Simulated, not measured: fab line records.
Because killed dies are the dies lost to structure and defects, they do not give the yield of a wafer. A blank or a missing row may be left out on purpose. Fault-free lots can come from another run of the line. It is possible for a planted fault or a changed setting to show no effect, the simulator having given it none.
What tool caused it?    flow n5-finfet    9 lots, 27 wafers sampled, at 5 steps of a route of 1938

## WHAT THE GAUGES SHOWED, per wafer
N5_BEOL_M4_RC_MEAS_101. Usual: DIBL_N 36.5 mV/V, standard deviation 1.4; DIBL_P 36.9 mV/V, standard deviation 1.7; IOFF_N 0.163 nA/um, standard deviation 0.023; IOFF_P 0.22 nA/um, standard deviation 0.032; ION_N 673 uA/um, standard deviation 9; ION_P 462 uA/um, standard deviation 7.5; SS_N 71.6 mV/dec, standard deviation 0.54; SS_P 73.4 mV/dec, standard deviation 0.62; VT_N 249.8 mV, standard deviation 2.8; VT_P -250 mV, standard deviation 3.5.
lot   measured      on         DIBL_N (mV/V)   DIBL_P (mV/V)   IOFF_N (nA/um)     IOFF_P (nA/um)  ION_N (uA/um)  ION_P (uA/um)  SS_N (mV/dec)   SS_P (mV/dec)   VT_N (mV)          VT_P (mV)       flag
L789  day 7 23:18   prober-01  35.0 37.3 36.1  35.9 38.7 37.2  0.143 0.184 0.163  0.21 0.26 0.23  657 680 663    457 468 460    71.2 71.9 72.0  73.6 74.2 73.8  253.3 247.2 250.5  -248 -245 -249  
L790  day 8 14:34   prober-02  36.8 37.5 38.1  36.5 36.5 37.9  0.161 0.173 0.186  0.26 0.25 0.29  684 680 689    479 475 482    71.6 72.0 71.9  73.5 73.7 73.7  249.2 247.9 245.9  -243 -248 -244  
L792  day 8 20:10   prober-01  37.6 37.0 36.0  36.9 35.2 35.0  0.182 0.159 0.147  0.29 0.25 0.25  679 663 675    470 466 472    71.9 72.1 71.5  72.8 73.0 72.7  247.3 249.2 251.0  -242 -245 -243  
L798  day 10 17:21  prober-02  36.8 34.4 36.3  36.6 33.9 36.0  0.161 0.132 0.153  0.23 0.19 0.23  678 672 672    466 465 460    71.1 70.5 71.6  73.2 72.3 73.4  252.8 252.3 251.1  -248 -247 -249  
L799  day 11 06:55  prober-02  37.1 36.3 36.3  38.5 37.9 36.7  0.184 0.174 0.162  0.22 0.21 0.20  680 664 667    458 456 450    71.3 72.3 72.1  74.1 73.2 73.7  245.7 247.0 249.6  -253 -251 -253  
L800  day 11 05:37  prober-02  37.6 35.4 36.4  38.3 34.8 36.9  0.190 0.134 0.165  0.26 0.19 0.23  675 655 686    466 447 467    71.9 70.7 71.2  73.5 72.7 73.6  247.7 255.9 248.5  -248 -253 -251  
L804  day 12 08:54  prober-02  38.2 35.8 35.6  39.0 36.5 35.4  0.202 0.160 0.148  0.26 0.21 0.19  680 660 676    470 454 460    71.1 71.4 71.3  73.4 72.9 73.3  245.6 248.4 250.4  -246 -249 -252  
L809  day 13 19:39  prober-01  32.4 33.6 33.5  32.4 34.1 33.6  0.116 0.125 0.126  0.17 0.18 0.17  662 672 670    457 472 458    70.1 70.4 70.2  72.2 72.7 72.0  252.3 252.2 247.5  -253 -251 -254  
L811  day 13 15:49  prober-02  37.3 38.3 37.7  36.0 37.0 35.6  0.184 0.213 0.183  0.25 0.29 0.25  675 673 673    464 460 462    71.8 71.7 72.7  73.7 74.9 74.1  246.7 245.4 249.9  -246 -246 -247  

## EACH LOT AND THE TOOL THAT RAN IT (in order: tool; ch and the chambers of the sampled wafers; start)
lot   N5_MOL_CONTACT_COAG_CO_FILL_22   N5_MOL_CONTACT_COAG_ETCHBACK_132    N5_MOL_CONTACT_COAG_COAT_62        N5_MOL_CONTACT_COAG_ETCHBACK_136
L789  cvd-co-02 ch 0,1,2, day 5 00:13  rie-diel-03 ch 1,2,3, day 5 08:00   litho-track-01 ch 0, day 5 08:32   rie-diel-03 ch 2,3, day 5 09:26
L790  cvd-co-02 ch 1,2, day 5 08:55    rie-diel-04 ch 0,1,2, day 5 15:44   litho-track-04 ch 0, day 5 16:16   rie-diel-04 ch 1,2, day 5 17:11
L792  cvd-co-01 ch 1,2, day 5 18:14    rie-diel-04 ch 0,1,3, day 6 01:43   litho-track-04 ch 0, day 6 02:15   rie-diel-03 ch 0,2,3, day 6 03:11
L798  cvd-co-01 ch 0,2, day 7 07:53    rie-diel-05 ch 1,2, day 7 15:10     litho-track-02 ch 0, day 7 15:43   rie-diel-03 ch 2,3, day 7 16:34
L799  cvd-co-02 ch 0,1,2, day 7 16:45  rie-diel-04 ch 1,3, day 7 23:54     litho-track-02 ch 0, day 8 00:26   rie-diel-05 ch 1,2,3, day 8 01:21
L800  cvd-co-02 ch 0,2, day 7 23:40    rie-diel-05 ch 1,2, day 8 07:13     litho-track-04 ch 0, day 8 07:44   rie-diel-05 ch 0,2,3, day 8 08:40
L804  cvd-co-02 ch 1,2, day 8 18:59    rie-diel-05 ch 2,3, day 9 02:23     litho-track-04 ch 0, day 9 03:05   rie-diel-05 ch 2,3, day 9 03:59
L809  cvd-co-02 ch 1,2, day 9 22:45    rie-diel-04 ch 0,2, day 10 05:48    litho-track-02 ch 0, day 10 06:20  rie-diel-03 ch 2,3, day 10 07:10
L811  cvd-co-02 ch 0,2, day 10 11:43   rie-diel-04 ch 0,1,2, day 10 20:30  litho-track-01 ch 0, day 10 21:01  rie-diel-03 ch 0,2, day 10 22:04
- N5_MOL_CONTACT_COAG_CO_FILL_22: material Co, precursor CCTBA/H2, target thk 20 nm.
- N5_MOL_CONTACT_COAG_ETCHBACK_132: etches SiO2 in CHF3, target depth 10 nm, time 6.7 s.
- N5_MOL_CONTACT_COAG_COAT_62: time 60 s, resist thk 60 nm.
- N5_MOL_CONTACT_COAG_ETCHBACK_136: etches SiO2 in CHF3, target depth 25 nm, time 16.7 s.

## WHAT THE TOOLS THEMSELVES READ (means of the sampled wafers that have a number; where no wafer has one, the mark that the record gives instead)
N5_MOL_CONTACT_COAG_CO_FILL_22. Usual: heater-power-w at 254 W, with a standard deviation of 27.
lot   tool       heater-power-w (W)  flag
L789  cvd-co-02  267                 
L790  cvd-co-02  277                 
L792  cvd-co-01  238                 
L798  cvd-co-01  227                 
L799  cvd-co-02  270                 
L800  cvd-co-02  277                 
L804  cvd-co-02  282                 
L809  cvd-co-02  286                 
L811  cvd-co-02  281                 

N5_MOL_CONTACT_COAG_ETCHBACK_132. Usual: drypump-motor-current-A 6.0 A, standard deviation 0.4; oes-product-au 0.79 a.u., standard deviation 0.1; rf-vpp-V 525 V, standard deviation 6.8; showerhead-plenum-p-Torr 2.38 Torr, standard deviation 0.061; throttle-valve-pct 18.79 %, standard deviation 0.28.
lot   tool         drypump-motor-current-A (A)  oes-product-au (a.u.)  rf-vpp-V (V)  showerhead-plenum-p-Torr (Torr)  throttle-valve-pct (%)  flag
L789  rie-diel-03  6.1                          0.73                   531           2.40                             19.01                   
L790  rie-diel-04  5.6                          0.70                   523           2.39                             18.71                   
L792  rie-diel-04  5.9                          0.69                   523           2.36                             18.85                   
L798  rie-diel-05  6.3                          0.78                   520           2.33                             18.68                   
L799  rie-diel-04  6.2                          0.68                   517           2.29                             19.00                   
L800  rie-diel-05  6.3                          0.77                   519           2.33                             18.69                   
L804  rie-diel-05  6.3                          0.77                   521           2.36                             18.72                   
L809  rie-diel-04  5.4                          0.94                   521           2.37                             18.38                   
L811  rie-diel-04  5.6                          0.85                   523           2.37                             18.51                   

N5_MOL_CONTACT_COAG_COAT_62. Usual: dispense-pressure-kPa 54 kPa, standard deviation 4.7; exhaust-pa 45.1 Pa, standard deviation 0.88; heater-power-total-W 500.6 W, standard deviation 1.7; spin-speed-rpm 1500.1 rpm, standard deviation 1.1.
lot   tool            dispense-pressure-kPa (kPa)  exhaust-pa (Pa)  heater-power-total-W (W)  spin-speed-rpm (rpm)  flag
L789  litho-track-01  59                           45.4             500.8                     1500.2                
L790  litho-track-04  48                           45.2             499.0                     1499.5                
L792  litho-track-04  48                           44.3             499.6                     1500.0                
L798  litho-track-02  56                           45.4             500.6                     1500.0                
L799  litho-track-02  56                           44.7             501.5                     1501.4                
L800  litho-track-04  48                           45.0             502.0                     1714.9                OFF
L804  litho-track-04  48                           46.2             500.8                     1716.4                OFF
L809  litho-track-02  56                           45.2             501.2                     1499.4                
L811  litho-track-01  59                           43.7             500.5                     1499.9                

N5_MOL_CONTACT_COAG_ETCHBACK_136. Usual: drypump-motor-current-A 6.0 A, standard deviation 0.38; oes-product-au 0.78 a.u., standard deviation 0.094; rf-vpp-V 526 V, standard deviation 6.8; showerhead-plenum-p-Torr 2.38 Torr, standard deviation 0.06; throttle-valve-pct 18.80 %, standard deviation 0.29.
lot   tool         drypump-motor-current-A (A)  oes-product-au (a.u.)  rf-vpp-V (V)  showerhead-plenum-p-Torr (Torr)  throttle-valve-pct (%)  flag
L789  rie-diel-03  5.8                          0.75                   533           2.44                             18.99                   
L790  rie-diel-04  5.8                          0.71                   519           2.36                             18.68                   
L792  rie-diel-03  5.8                          0.80                   528           2.43                             18.89                   
L798  rie-diel-03  6.0                          0.77                   531           2.42                             18.81                   
L799  rie-diel-05  6.2                          0.73                   526           2.37                             18.90                   
L800  rie-diel-05  6.2                          0.78                   526           2.36                             18.68                   
L804  rie-diel-05  6.2                          0.73                   527           2.40                             18.92                   
L809  rie-diel-03  6.0                          0.75                   531           2.41                             18.86                   
L811  rie-diel-03  5.6                          0.73                   529           2.43                             19.17                   

## THE ANSWER, worked out from the rows above alone
Rule: a lot counts as off when the mean over its wafers that have a number is more than 3 standard deviations away from the usual mean. A lot without any number at a reading at which 4 lots or more have one is off too. The other lots that the step has rows for count as sound. The gauges are gone through in route order, then the tools' own readings, and for those a lot's mean is taken as printed above. At the first step where some lot is off, the reading lying furthest off is the one used; lots without a number count as furthest.
Off: L800, L804 (N5_MOL_CONTACT_COAG_COAT_62, spin-speed-rpm).
A tool fits if, at that step or a process step before it, it ran every lot that is off, and no sound lot after the first of them. 2 tools fit, rie-diel-05 at N5_MOL_CONTACT_COAG_ETCHBACK_132 and litho-track-04 at N5_MOL_CONTACT_COAG_COAT_62, so this cannot tell which one it is.

## WHAT HAD BEEN PUT IN BY THE SIMULATOR
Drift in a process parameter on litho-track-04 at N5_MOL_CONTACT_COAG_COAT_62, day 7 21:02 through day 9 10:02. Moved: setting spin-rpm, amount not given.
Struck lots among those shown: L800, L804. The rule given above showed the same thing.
